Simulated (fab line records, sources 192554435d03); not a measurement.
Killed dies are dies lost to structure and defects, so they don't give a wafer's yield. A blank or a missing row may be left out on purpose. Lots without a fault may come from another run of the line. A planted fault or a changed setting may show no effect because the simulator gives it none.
A struck lot beside a sound one | flow n5_finfet | 41 steps out of a route of 1938
Sound: wafers L444.1, L444.2, L444.5. Struck: wafers L433.1, L433.5, L433.6. The cause comes at the end.
At each step with rows: each side's tool, then ch and its chambers, then its first start. Under that, the readings that differ: sound wafers | struck wafers | difference of the means | sigmas: that difference in standard deviations of wafers without a fault.
alike: readings whose means differ by less than 2 such deviations, and words and numbers that are the same on both sides. not compared: withheld readings, readings that some wafer has no value for, bounds like >300 that may hide the same value, and numbers for which the record gives no deviation and whose values overlap.
The two part at a step that has a row with sigmas, a row that says differs or no value, or rows on one side only. Numbers that don't overlap but have no deviation are shown without sigmas and don't part them. A reading that every wafer of one side lacks parts them only if that side has two wafers or more.

first, 10 steps without rows for these wafers: N5_PMOS_HMC_CHANNEL_EPI_PRECLEAN_37 (cleans in O3/DIW, time 45 s); N5_PMOS_HMC_CHANNEL_EPI_PRECLEAN_24 (cleans in DHF, time 30 s); N5_PMOS_HMC_CHANNEL_EPI_SRD_25 (time 30 s); N5_PMOS_HMC_CHANNEL_EPI_EPI_26 (deposits Si from SiH4/H2, target thk 3.8 nm, time 22.7 s); N5_FIN_SAQP_PRECLEAN_42 (cleans in O3/DIW, time 60 s); N5_FIN_SAQP_PRECLEAN_00 (cleans in SC1, time 60 s); N5_FIN_SAQP_PRECLEAN_44 (cleans in SC2, time 45 s); N5_FIN_SAQP_SRD_01 (time 30 s); N5_FIN_SAQP_ALD_61 (deposits SiO2, target thk 4 nm, pulse time 1 s, purge time 2 s); N5_FIN_SAQP_DENSIFY_62 (time 60 s).
N5_FIN_SAQP_HM_DEP_03: deposits SiNx from SiH4/NH3/N2, target thk 38 nm, time 33.6 s.
  sound on pecvd-01 ch 0,2, day 7 14:38; struck on pecvd-04 ch 0,2, day 4 20:22
  no value came back on the struck wafers for any of 5 readings (chamber_pressure_Torr (Torr), heater_power_outer_w (W) and others); on the sound wafers chamber_pressure_Torr (Torr) reads 1.502 1.498 1.499
N5_FIN_SAQP_THK_MEAS_05:
  sound on film_metro-01, day 7 14:44; struck on film_metro-02, day 4 20:27
  reading     | sound          | struck      | difference | sigmas
  thk_nm (nm) | 38.3 37.3 38.7 | 4.0 4.0 4.0 | -34.1      | -61
then, 24 steps without rows for these wafers: N5_FIN_SAQP_PECVD_47 (deposits a-Si from SiH4/He, target thk 45 nm, time 36.3 s); N5_FIN_SAQP_PECVD_48 (deposits SiNx from SiH4/NH3/N2, target thk 25 nm, time 22.1 s); N5_FIN_SAQP_PECVD_06 (deposits a-Si from SiH4/He, target thk 60 nm, time 48.1 s); N5_FIN_SAQP_HM_DEP_72 (deposits SiO2 from SiH4/N2O, target thk 12 nm, time 7.2 s); N5_FIN_SAQP_COAT_49 (time 60 s, resist thk 100 nm); N5_FIN_SAQP_COAT_50 (time 60 s, resist thk 35 nm); N5_FIN_SAQP_COAT_10 (resist thk 90 nm); N5_FIN_SAQP_EBR_12; N5_FIN_SAQP_SOFTBAKE_11 (time 60 s); N5_FIN_SAQP_EXPOSE_13 (exposes mask FIN CORE, target cd 35.6 nm); N5_FIN_SAQP_PEB_14 (peb time 60 s); N5_FIN_SAQP_DEVELOP_15 (develop time 30 s); N5_FIN_SAQP_DESCUM_21 (chemistry O2, time 7.9 s); N5_FIN_SAQP_ETCH_51 (etches SiARC in CF4, target depth 45.5 nm, time 75.8 s); N5_FIN_SAQP_ETCH_52 (etches SOC in N2/H2, target depth 100 nm, overetch 20 nm, time 150 s); N5_FIN_SAQP_STRIP_53 (strips in N2/H2); N5_FIN_SAQP_HM_OPEN_73 (chemistry CHF3/O2, target SiO2, stops on a-Si, target depth 12 nm, time 16.8 s); N5_FIN_SAQP_STRIP_74 (strips in CHF3/O2); N5_FIN_SAQP_MANDREL_ETCH_22 (etches a-Si in HBr/Cl2, stops on SiNx, target depth 60 nm, bt time 10 s, time 30 s); N5_FIN_SAQP_STRIP_55 (strips in N2/H2); N5_FIN_SAQP_STRIP_23 (strips in SPM, time 750 s); N5_FIN_SAQP_SRD_66 (time 30 s); N5_FIN_SAQP_RECESS_75 (chemistry HF/NH3, target SiO2, target depth 14.4 nm, afs cycles 3, sublimation time 60 s); N5_FIN_SAQP_SPACER1_ALD_24 (deposits SiO2, target thk 20.3 nm, pulse time 1 s, purge time 2 s).
N5_FIN_SAQP_CD_MEAS_31: target cd 8 nm.
  sound on cd_sem-01 ch 0, day 7 19:25; struck on cd_sem-03 ch 0, day 5 02:05
  reading    | sound          | struck | difference                    | sigmas
  cd_nm (nm) | 7.88 7.91 7.83 | - - -  | no value on the struck wafers |
N5_FIN_SAQP_HM_OPEN_33: chemistry CH3F/O2, target SiNx, target depth 49.4 nm, time 70.6 s.
  sound on rie_diel-04 ch 0,1,3, day 7 19:29; struck on rie_diel-04 ch 1,2, day 5 02:08
  reading                   | sound             | struck         | difference | sigmas
  etch_rf_on_time_s (s)     | 71.1 66.7 71.9    | 6.0 6.0 6.0    | -63.9      | -40
  oes_product_au (a.u.)     | 0.72 0.79 0.60    | 0.26 0.26 0.33 | -0.42      | -6
  model.etch.depth_nm (nm)  | 37.63 36.59 38.13 | 0 0 0          | -37        |
  model.FIN_SAQP.cd_nm (nm) | 8.2 8.2 8         | 8.4 8.6 8.6    | +0.4       |
  alike: drypump_motor_current_A, oes_ar_750_au, rf_vpp_V, showerhead_plenum_p_Torr, throttle_valve_pct
  not compared: rf_hours_counter_h
N5_FIN_SAQP_ETCH_34: etches SiO2 in C4F6/O2, target depth 45 nm, time 15 s.
  sound on rie_diel-04 ch 0,1,3, day 7 19:34; struck on rie_diel-04 ch 1,2, day 5 02:12
  reading                                   | sound             | struck            | difference | sigmas
  oes_product_au (a.u.)                     | 0.72 0.80 0.61    | 0.91 0.91 1.14    | +0.28      | +4
  throttle_valve_pct (%)                    | 20.99 20.51 21.46 | 21.66 21.63 21.32 | +0.55      | +2
  model.SiO2_of_FIN_SAQP_ALD_61.thk_nm (nm) | 3.995 4.011 3.989 | 0 0 0             | -4         |
  model.FIN_SAQP.cd_nm (nm)                 | 8.2 8.2 8         | 8.6 8.6 8.6       | +0.5       |
  alike: drypump_motor_current_A, etch_rf_on_time_s, oes_ar_750_au, rf_vpp_V, showerhead_plenum_p_Torr
  not compared: rf_hours_counter_h
N5_BEOL_M4_RC_MEAS_101:
  the record has rows for the sound wafers here (prober-02 ch 0, day 13 11:58) and none for the struck ones
-- the record jumps here: 10 days lie between the struck wafers' starts before and after (it left off in module BEOL_M4 and takes up again in module PASSIVATION, whose first step shown is number 1936 of the route) --
N5_PASSIVATION_PROBE_49:
  the record has rows for the struck wafers here (prober-02, day 14 14:30) and none for the sound ones

WHERE THEY PART
First at N5_FIN_SAQP_HM_DEP_03; last, within this record, at N5_PASSIVATION_PROBE_49.

WHY: what the simulator had put in
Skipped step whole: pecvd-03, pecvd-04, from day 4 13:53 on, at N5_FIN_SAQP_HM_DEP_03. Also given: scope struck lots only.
